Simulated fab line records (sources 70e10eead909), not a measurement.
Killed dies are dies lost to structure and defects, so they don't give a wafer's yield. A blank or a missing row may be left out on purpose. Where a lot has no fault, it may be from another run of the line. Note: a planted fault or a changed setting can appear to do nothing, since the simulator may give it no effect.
fab line records	flow nand_harc
record lots=5	wafers=15	last_day=24
route steps=1159 shown P_ZERO_WELL@14 END@1159
lots untouched by any fault: they come from a run of this same line in which no faults occurred
start_h: start of the lot's first displayed wafer, in hours after the record's first day	wait_h: hours from the lot's prior step to this one	" as in the row above	L1.1+2: several wafers, shown together as one row	- either no value or no given start	* or withheld: withheld	< > ~ a bound
route shown NAME@n: names a module that has steps shown in the file, with the first one's number in the route	usual: mean/standard deviation taken from wafers without a fault	same: alike in all rows	chamber/n: place in a boat	sites: the reading at each site	_std_site: standard deviation across them	_edge_site: the outer-site mean with the inner-site mean subtracted	radius_mm: how far each site lies from the wafer's centre	mask NAME#n: copy n	behind: the most recent tool/chamber to have shaped the wafer	hold: cause of the lot's hold/its duration in hours/its outcome	device: the transistor (n, p or np) that didn't switch	end of line: the same wafers' tests at the end of the route	for a step that has no rows: nothing shown but its recipe	killed: dies lost to structure and defects at the first sort, not the wafer's yield	map: dies across one wafer; x = killed, . = not, _ = none there
set.NAME: the run value of the setting; set.NAME@STEP: its run value at that earlier step	model.NAME: the simulator's own value behind a step, which no gauge read
lots at selected steps of the route; one table per step, one row per wafer
services: the hour from which a tool's chamber was out of use, counted from the record's first day as start_h (under 0 if before that day), plus the number of hours and why
## steps
# step NHARC_P_ZERO_WELL_CD_MEAS_11
# recipe target_cd_nm=500	landing_energy_ev=500
# usual cd_nm=500.0/1.6
lot.wafer	tool	chamber	start_h	wait_h	cd_nm
L739.2	cd_sem-03	0	13.24	-	501.9
L739.4	"	0	"	"	501.1
L739.6	"	0	"	"	502.6
L747.1	cd_sem-01	0	61.24	-	498.0
L747.2	"	0	"	"	496.9
L747.5	"	0	"	"	498.4
L748.1	cd_sem-01	0	67.24	-	500.1
L748.2	"	0	"	"	499.2
L748.5	"	0	"	"	500.0
L752.1	cd_sem-01	0	91.24	-	501.2
L752.2	"	0	"	"	500.1
L752.6	"	0	"	"	499.7
L762.1	cd_sem-02	0	151.39	-	501.1
L762.2	"	0	"	"	499.3
L762.5	"	0	"	"	499.2
# step NHARC_P_ZERO_WELL_HARDBAKE_12
# recipe temp_c=118	time_s=65
# step NHARC_P_ZERO_WELL_DESCUM_13
# recipe time_s=3	o2_flow_sccm=200	ar_flow_sccm=0	bias_power_w=0	chemistry=O2
# usual drypump_motor_current_A=5.8/0.34	oes_product_au=0.999/0.0077	rf_vpp_V=58.1/0.94	showerhead_plenum_p_Torr=1.95/0.084	throttle_valve_pct=11.311/0.0091
lot.wafer	tool	chamber	start_h	wait_h	drypump_motor_current_A	oes_product_au	rf_hours_counter_h	rf_vpp_V	showerhead_plenum_p_Torr	throttle_valve_pct
L739.2	rie_diel-07	3	13.39	-	6.2	0.985	9.4	58.5	2.01	11.306
L739.4	"	1	"	"	6.0	0.993	8.9	57.9	1.85	11.309
L739.6	"	3	"	"	6.2	0.985	-	58.0	2.01	11.306
L747.1	rie_diel-12	2	61.39	-	5.8	1.006	2.0	60.5	2.02	11.310
L747.2	"	0	"	"	5.7	0.999	2.4	56.9	2.06	11.312
L747.5	"	3	"	"	4.9	1.007	-	59.5	1.98	11.290
L748.1	rie_diel-12	3	67.40	-	4.8	1.009	2.3	59.0	1.98	11.321
L748.2	"	1	"	"	5.4	1.002	2.2	57.7	1.97	11.299
L748.5	"	3	"	"	4.9	1.000	-	56.5	1.98	11.316
L752.2	rie_diel-11	2	91.40	-	6.4	0.998	3.9	57.2	1.79	11.298
L752.1	"	1	"	"	5.6	0.988	3.7	57.4	1.96	11.341
L752.6	"	3	"	"	5.7	1.009	-	57.2	1.98	11.305
L762.2	rie_diel-07	3	151.55	-	6.2	1.003	5.9	58.9	2.01	11.317
L762.1	"	2	"	"	5.5	0.994	5.9	57.8	1.93	11.310
L762.5	"	0	"	"	5.7	1.000	-	57.2	2.01	11.319
# step NHARC_P_ZERO_WELL_ETCH_65
# recipe target_depth_a=800	overetch_a=240	time_s=87.88	ion_energy_ev=200	n2_flow_sccm=150	h2_flow_sccm=150	ar_flow_sccm=0	rf_w=400	bias_w=150	chemistry=N2/H2
# usual drypump_motor_current_A=5.8/0.34	oes_product_au=0.999/0.0081	rf_vpp_V=431.8/2.7	showerhead_plenum_p_Torr=2.09/0.091	throttle_valve_pct=14.171/0.0085
lot.wafer	tool	chamber	start_h	wait_h	drypump_motor_current_A	oes_product_au	rf_hours_counter_h	rf_vpp_V	showerhead_plenum_p_Torr	throttle_valve_pct
L739.2	rie_diel-07	3	13.48	0.1	6.2	0.990	9.5	433.3	2.15	14.171
L739.4	"	1	"	"	5.9	0.993	8.9	428.8	1.97	14.172
L739.6	"	2	"	"	5.5	0.994	-	430.6	2.06	14.177
L747.2	rie_diel-12	0	61.49	0.1	5.7	1.006	2.4	434.5	2.21	14.157
L747.1	"	1	"	"	5.4	1.005	2.1	431.5	2.10	14.164
L747.5	"	2	"	"	5.8	0.994	-	434.5	2.16	14.174
L748.2	rie_diel-12	2	67.48	0.1	5.8	1.003	2.1	435.8	2.16	14.152
L748.1	"	1	"	"	5.4	1.006	2.2	432.4	2.10	14.183
L748.5	"	2	"	"	5.8	0.998	-	432.5	2.16	14.162
L752.2	rie_diel-11	1	91.50	0.1	5.7	0.992	3.7	432.3	2.09	14.167
L752.1	"	3	"	"	5.7	0.998	3.5	433.5	2.11	14.169
L752.6	"	1	"	"	5.6	1.002	-	432.1	2.09	14.185
L762.2	rie_diel-07	3	151.65	0.1	6.2	0.998	5.9	434.4	2.14	14.167
L762.1	"	0	"	"	5.7	1.010	5.6	433.4	2.14	14.179
L762.5	"	1	"	"	5.9	0.989	-	426.8	1.96	14.176
# step NHARC_P_ZERO_WELL_ETCH_62
# recipe target_depth_a=130	time_s=6.5	chf3_flow_sccm=50	ar_flow_sccm=200	rf_w=500	bias_w=200	chemistry=CHF3/Ar
# usual drypump_motor_current_A=5.8/0.34	oes_product_au=0.961/0.016	rf_vpp_V=371.5/2.2	showerhead_plenum_p_Torr=2.39/0.098	throttle_valve_pct=20.217/0.0084
lot.wafer	tool	chamber	start_h	wait_h	drypump_motor_current_A	oes_product_au	rf_hours_counter_h	rf_vpp_V	showerhead_plenum_p_Torr	throttle_valve_pct
L739.4	rie_diel-07	1	-	-	5.9	0.977	8.9	369.6	2.26	20.225
L739.2	"	2	"	"	5.5	0.978	9.2	370.7	2.37	20.224
L739.6	"	2	"	"	5.5	0.980	-	371.2	2.37	20.215
L747.1	rie_diel-12	2	-	-	5.8	0.931	2.0	373.5	2.47	20.228
L747.2	"	3	"	"	4.9	0.940	2.3	373.0	2.42	20.211
L747.5	"	1	"	"	5.4	0.956	-	372.2	2.41	20.225
L748.2	rie_diel-12	2	-	-	5.8	0.968	2.1	372.9	2.47	20.225
L748.1	"	1	"	"	5.4	0.975	2.2	371.6	2.41	20.222
L748.5	"	3	"	"	4.9	0.969	-	373.0	2.42	20.211
L752.2	rie_diel-11	3	-	-	5.7	0.965	3.6	372.8	2.42	20.221
L752.1	"	1	"	"	5.6	0.956	3.8	372.0	2.40	20.215
L752.6	"	3	"	"	5.7	0.969	-	372.3	2.42	20.210
L762.2	rie_diel-07	1	-	-	5.9	0.973	5.6	369.2	2.26	20.200
L762.1	"	0	"	"	5.7	0.960	5.6	373.1	2.45	20.219
L762.5	"	1	"	"	6.0	0.966	-	368.5	2.26	20.225
# step NHARC_P_ZERO_WELL_ETCH_63
# recipe target_depth_a=1200	time_s=40.1	hbr_flow_sccm=150	cl2_flow_sccm=50	rf_w=400	icp_w=400	bias_w=100	chemistry=HBr/Cl2
# usual drypump_motor_current_A=5.8/0.53	oes_product_au=1.003/0.0069	throttle_valve_pct=26.406/0.0084
lot.wafer	tool	chamber	start_h	wait_h	drypump_motor_current_A	oes_product_au	rf_hours_counter_h	throttle_valve_pct
L739.2	rie_si-05	0	13.66	-	6.2	0.995	1.0	26.405
L739.4	"	3	"	"	6.0	1.017	-	26.409
L739.6	"	0	"	"	6.2	0.992	-	26.411
L747.2	rie_si-04	2	61.66	-	6.3	1.011	1.0	26.420
L747.1	"	1	"	"	5.9	1.007	1.0	26.403
L747.5	"	2	"	"	6.4	1.001	-	26.409
L748.2	rie_si-04	1	67.66	-	5.9	0.997	1.0	26.406
L748.1	"	3	"	"	6.4	0.998	1.2	26.401
L748.5	"	2	"	"	6.4	0.999	-	26.399
L752.1	rie_si-05	2	91.71	-	5.5	1.013	0.1	26.391
L752.2	"	3	"	"	6.0	0.999	0.2	26.421
L752.6	"	1	"	"	4.6	1.015	-	26.387
L762.1	rie_si-02	1	151.82	-	6.1	1.020	0.8	26.401
L762.2	"	2	"	"	5.7	1.009	0.8	26.413
L762.5	"	1	"	"	6.1	1.010	-	26.411
# step NHARC_P_ZERO_WELL_STRIP_15
# recipe time_s=900	temp_c=130	chemistry=SPM
# step NHARC_P_ZERO_WELL_DEHYDRATE_16
# recipe temp_c=150	time_s=120
# step NHARC_P_ZERO_WELL_HMDS_17
# recipe time_s=30
# step NHARC_P_ZERO_WELL_COAT_18
# recipe spin_rpm=withheld
# step NHARC_P_ZERO_WELL_SOFTBAKE_19
# recipe temp_c=122	time_s=95
# step NHARC_P_ZERO_WELL_EBR_20
# step NHARC_P_ZERO_WELL_EXPOSE_21
# recipe na=0.6	target_cd_nm=720	dose_mj=22.31	mask_id=P_NWELL
lot.wafer	tool	chamber	start_h	wait_h	mask
L739.2+4+6	krf_scanner-02	0	14.33	-	P_NWELL#0
L747.1+2+5	krf_scanner-03	0	62.44	-	P_NWELL_R1#0
L748.1+2+5	krf_scanner-03	0	68.30	-	P_NWELL#0
L752.1+2+6	krf_scanner-04	0	92.34	-	P_NWELL#0
L762.1+2+5	krf_scanner-02	0	152.45	-	P_NWELL#0
# step NHARC_P_ZERO_WELL_PEB_22
# recipe peb_temp_c=118	peb_time_s=85
# step NHARC_P_ZERO_WELL_DEVELOP_23
# recipe time_s=70
# step NHARC_P_ZERO_WELL_CD_MEAS_24
# recipe target_cd_nm=720	landing_energy_ev=500
# usual cd_nm=719.8/1.3
lot.wafer	tool	chamber	start_h	wait_h	cd_nm
L739.2	cd_sem-02	0	14.48	-	720.9
L739.4	"	0	"	"	721.5
L739.6	"	0	"	"	723.6
L747.1	cd_sem-01	0	62.60	-	695.8
L747.2	"	0	"	"	696.0
L747.5	"	0	"	"	695.1
L748.1	cd_sem-02	0	68.46	-	716.3
L748.2	"	0	"	"	719.3
L748.5	"	0	"	"	718.1
L752.1	cd_sem-02	0	92.49	-	718.6
L752.2	"	0	"	"	720.2
L752.6	"	0	"	"	717.6
L762.1	cd_sem-01	0	152.60	-	719.9
L762.2	"	0	"	"	719.1
L762.5	"	0	"	"	721.4
# step NHARC_P_ZERO_WELL_HARDBAKE_25
# recipe temp_c=125	time_s=80
# step NHARC_P_ZERO_WELL_DESCUM_26
# recipe time_s=3	o2_flow_sccm=200	ar_flow_sccm=0	bias_power_w=0	chemistry=O2
# usual drypump_motor_current_A=5.8/0.35	oes_product_au=0.999/0.0076	rf_vpp_V=58.0/0.93	showerhead_plenum_p_Torr=1.95/0.083	throttle_valve_pct=11.311/0.0087
lot.wafer	tool	chamber	start_h	wait_h	drypump_motor_current_A	oes_product_au	rf_hours_counter_h	rf_vpp_V	showerhead_plenum_p_Torr	throttle_valve_pct	model.P_ZERO_WELL.cd_nm
L739.2	rie_diel-12	1	14.64	-	5.4	0.999	12	56.5	1.97	11.302	720.9
L739.4	"	0	"	"	5.7	0.991	13	59.3	2.07	11.330	721.4
L739.6	"	1	"	"	5.4	1.000	-	58.5	1.97	11.303	723.6
L747.1	rie_diel-11	1	62.76	-	5.6	0.994	2	58.8	1.96	11.310	695.8
L747.2	"	3	"	"	5.7	1.006	3	57.9	1.98	11.322	696
L747.5	"	1	"	"	5.6	0.997	-	58.4	1.96	11.314	694.5
L748.1	rie_diel-12	0	68.62	-	5.7	1.001	3	58.6	2.06	11.314	716.4
L748.2	"	2	"	"	5.8	1.001	2	58.7	2.02	11.317	719.2
L748.5	"	1	"	"	5.4	1.012	-	58.7	1.97	11.318	718.1
L752.1	rie_diel-12	2	92.66	-	5.8	0.996	4	57.7	2.02	11.306	718.8
L752.2	"	3	"	"	4.9	1.001	4	59.5	1.98	11.310	719.7
L752.6	"	1	"	"	5.4	1.007	-	58.2	1.97	11.302	718
L762.1	rie_diel-07	1	152.76	-	6.0	0.986	6	57.4	1.84	11.307	720
L762.2	"	3	"	"	6.2	1.004	6	56.6	2.01	11.313	719.6
L762.5	"	2	"	"	5.5	0.994	-	59.4	1.93	11.315	722.2
# step NHARC_P_ZERO_WELL_IMPLANT_27
# recipe energy_kev=600	dose_cm2=1e+13	tilt_deg=7
# step NHARC_END_SORT_01
# recipe temp_c=25
# usual killed_at_array=27/9.8	killed_at_other=0.6/0.83	killed_at_periphery=3.5/2.4	killed_dies=31/9.6	killed_open=3.1/1.9	killed_short=2.0/1.5
# same gross_dies=677
lot.wafer	tool	chamber	start_h	wait_h	killed_at_array	killed_at_other	killed_at_periphery	killed_dies	killed_open	killed_short
L748.1	prober-02	0	497.85	2.5	57	0	2	59	2	6
L748.2	prober-02	0	498.66	2.8	47	1	4	52	2	3
L748.5	prober-02	0	501.07	3.7	40	0	3	43	1	5
L747.1	prober-01	0	516.01	2.5	35	0	0	35	2	0
L747.2	prober-01	0	516.82	2.8	28	0	3	31	3	1
L747.5	prober-01	0	519.23	3.7	16	1	2	19	5	1
L752.1	prober-02	0	530.97	2.5	14	0	7	21	3	2
L752.2	prober-02	0	531.76	2.8	17	1	8	26	5	2
L752.6	prober-02	0	534.93	4.0	15	0	12	27	2	1
# killed by level:class
L748.1 A_CHANNEL_HOLE_D1:chamber_film_flake=22 A_SLIT:chamber_film_flake=14 A_CONTACT:chamber_film_flake=8 A_STAIRCASE:chamber_film_flake=7 A_BLC:geometric_particle:short=2 P_CONTACT:geometric_particle:short=1 P_M0:geometric_particle:open=1 A_CHANNEL_HOLE_D1:geometric_particle:short=1
L748.2 A_CHANNEL_HOLE_D1:chamber_film_flake=21 A_SLIT:chamber_film_flake=13 A_STAIRCASE:chamber_film_flake=6 P_ZERO_WELL:chamber_film_flake=2 A_WL_FILL:chamber_film_flake=2 P_CONTACT:geometric_particle:open=1 A_ONON_D1:geometric_particle:short=1 A_WL_FILL:geometric_particle:short=1
L748.5 A_CHANNEL_HOLE_D1:chamber_film_flake=17 A_SLIT:chamber_film_flake=9 A_STAIRCASE:chamber_film_flake=6 A_CONTACT:chamber_film_flake=3 P_CONTACT:geometric_particle:short=1 P_M0:geometric_particle:short=1 A_CHANNEL_HOLE_D1:geometric_particle:open=1 A_CHANNEL_HOLE_D1:geometric_particle:short=1
L747.1 A_STAIRCASE:chamber_film_flake=8 A_SLIT:chamber_film_flake=8 A_CHANNEL_HOLE_D1:chamber_film_flake=7 A_CONTACT:chamber_film_flake=7 A_ONON_D1:geometric_particle:open=1 A_M1:geometric_particle:open=1 A_ZERO_WELL:chamber_film_flake=1 A_WL_FILL:chamber_film_flake=1
L747.2 A_SLIT:chamber_film_flake=9 A_CONTACT:chamber_film_flake=5 A_STAIRCASE:chamber_film_flake=4 A_CHANNEL_HOLE_D1:chamber_film_flake=3 A_CHANNEL_FILL_D1:chamber_film_flake=3 P_M1:geometric_particle:open=1 A_CHANNEL_FILL_D1:geometric_particle:open=1 A_SGD_CUT:geometric_particle:short=1
L747.5 A_CHANNEL_HOLE_D1:chamber_film_flake=3 A_SLIT:chamber_film_flake=3 A_WL_FILL:chamber_film_flake=3 A_STAIRCASE:chamber_film_flake=2 P_CONTACT:geometric_particle:open=1 P_M0:geometric_particle:open=1 A_ONON_D1:geometric_particle:open=1 A_CONTACT:geometric_particle:open=1
L752.1 A_CHANNEL_HOLE_D1:chamber_film_flake=7 P_GATE:chamber_film_flake=3 P_M0:chamber_film_flake=3 A_CONTACT:chamber_film_flake=2 P_STI:geometric_particle:open=1 A_CHANNEL_FILL_D1:geometric_particle:short=1 A_SGD_CUT:geometric_particle:open=1 A_SGD_CUT:geometric_particle:short=1
L752.2 P_GATE:chamber_film_flake=5 A_CONTACT:chamber_film_flake=5 A_CHANNEL_HOLE_D1:chamber_film_flake=3 A_SOURCE_PLATE:geometric_particle:open=2 P_M0:chamber_film_flake=2 P_M0:geometric_particle:open=1 A_WL_FILL:geometric_particle:short=1 A_CONTACT:geometric_particle:short=1
L752.6 A_CHANNEL_HOLE_D1:chamber_film_flake=6 P_M0:chamber_film_flake=5 P_GATE:chamber_film_flake=4 A_CONTACT:chamber_film_flake=4 P_ZERO_WELL:chamber_film_flake=2 P_CONTACT:geometric_particle:open=1 A_CHANNEL_FILL_D1:geometric_particle:short=1 A_SLIT:geometric_particle:open=1
## services
tool	chamber	start_h	hours	kind
krf_scanner-03	-	-4.00	4.0	pm
rie_si-04	0	1.08	5.8	repair
rie_diel-11	-	12.50	9.0	pm
rie_si-05	2	12.56	4.2	repair
rie_si-02	-	18.52	0.7	repair
rie_diel-12	-	25.40	9.0	pm
rie_si-04	2	27.46	0.9	repair
rie_si-04	-	30.15	0.1	repair
rie_si-02	-	34.00	9.0	pm
krf_scanner-02	-	38.00	4.0	pm
rie_diel-07	-	51.26	9.0	pm
krf_scanner-04	-	58.96	0.9	repair
rie_si-05	-	62.00	9.0	pm
krf_scanner-03	-	89.40	0.2	repair
rie_diel-11	0	91.25	3.7	repair
krf_scanner-02	-	95.36	2.1	repair
rie_diel-12	2	96.04	3.3	repair
rie_si-04	-	99.00	9.0	pm
rie_diel-12	1	117.41	19.6	repair
rie_diel-12	3	124.57	32.5	repair
krf_scanner-04	-	126.00	4.0	pm
rie_diel-12	-	132.07	0.2	repair
rie_si-05	3	142.67	2.6	repair
krf_scanner-03	-	145.10	0.6	repair
## key
first_sign step=NHARC_P_ZERO_WELL_EXPOSE_21	reading=mask	direction=changed
effect step=NHARC_P_ZERO_WELL_CD_MEAS_24	reading=cd_nm	direction=down	sigmas=18	usual=719.8	struck=695.6
model_effect step=NHARC_P_ZERO_WELL_DESCUM_26	value=P_ZERO_WELL.cd_nm	without=717.9	struck=695.4
met_at NHARC_P_ZERO_WELL_EXPOSE_21
struck_wafers L747.1,L747.2,L747.5
tester_left_out L747
fault kind=wrong_mask	tool=any	chamber=-	onset_h=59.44	steps=NHARC_P_ZERO_WELL_EXPOSE_21	aux_copy=P_NWELL_R1#0	cd_offset_nm=-22.412	scope=struck_lots_only
# tester_left_out: of these lots the tester's yield and bins aren't shown, on N5 and GAA mostly nor the transistor test; their killed dies are dies lost to structure and defects alone, not to doping, threshold or leakage, so they don't give the yield
